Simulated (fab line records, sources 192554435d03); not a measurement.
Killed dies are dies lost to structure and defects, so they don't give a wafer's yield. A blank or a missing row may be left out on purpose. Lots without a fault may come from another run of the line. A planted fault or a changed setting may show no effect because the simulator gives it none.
Chamber matching | flow n5_finfet | N5_SDB_ETCH_17 on rie_diel-01: 4 sister chambers
The step etches SiARC in CF4, target depth 23.4 nm, time 39 s. 14 wafers are shown with their chamber, then 7 later ones without.

WAFERS WITH THEIR CHAMBER
wafer  | chamber | drypump_motor_current_A (A) | showerhead_plenum_p_Torr (Torr) | throttle_valve_pct (%)
L081.1 | 2       | 5.6                         | 2.16                            | 15.52
L081.3 | 3       | 6.2                         | 2.08                            | 15.45
L081.6 | 0       | 6.2                         | 2.11                            | 15.60
L084.1 | 2       | 5.6                         | 2.15                            | 15.56
L084.4 | 1       | 5.1                         | 2.02                            | 15.83
L084.6 | 2       | 5.6                         | 2.15                            | 15.54
L085.2 | 1       | 5.0                         | 2.02                            | 15.84
L085.3 | 3       | 6.2                         | 2.08                            | 15.47
L085.4 | 0       | 6.2                         | 2.10                            | 15.60
L087.1 | 3       | 6.2                         | 2.07                            | 15.50
L087.4 | 0       | 6.2                         | 2.10                            | 15.62
L087.5 | 3       | 6.2                         | 2.07                            | 15.49
L089.3 | 0       | 6.2                         | 2.10                            | 15.62
L089.4 | 1       | 5.0                         | 2.02                            | 15.86

SIGNATURES (means of the wafers above)
reading                  | chamber 0 | chamber 1 | chamber 2 | chamber 3 | scatter within a chamber
drypump_motor_current_A  | 6.200     | 5.033     | 5.600     | 6.200     | 0.0258
showerhead_plenum_p_Torr | 2.1025    | 2.0200    | 2.1533    | 2.0750    | 0.00492
throttle_valve_pct       | 15.6100   | 15.8433   | 15.5400   | 15.4775   | 0.0177
Rule: a wafer's distance from a chamber is the root of the sum, over the readings, of the square of ((its reading less the chamber's mean) divided by the reading's scatter). The wafer belongs to the nearest chamber; if the next one is less than 2 further off, it can't be placed. The scatter: the root of (the sum of the squares of (reading less its chamber's mean) over the shown wafers, divided by (wafers less chambers)).

WAFERS WITHOUT THEIR CHAMBER
wafer  | drypump_motor_current_A (A) | showerhead_plenum_p_Torr (Torr) | throttle_valve_pct (%)
L089.6 | 6.2                         | 2.07                            | 15.50
L096.1 | 6.1                         | 2.07                            | 15.53
L096.2 | 6.2                         | 2.09                            | 15.66
L096.3 | 5.0                         | 2.27                            | 15.38
L096.4 | 5.6                         | 2.15                            | 15.61
L096.5 | 5.6                         | 2.15                            | 15.60
L096.6 | 6.2                         | 2.07                            | 15.52

WHICH CHAMBER EACH WENT THROUGH
wafer  | from the rows above | in truth
L089.6 | 3                   | 3
L096.1 | 3                   | 3
L096.2 | 0                   | 0
L096.3 | 2                   | 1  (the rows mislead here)
L096.4 | 2                   | 2
L096.5 | 2                   | 2
L096.6 | 3                   | 3
Placed correctly: 6 of 7. Can't be placed from these rows: 0. Placed wrongly: 1.
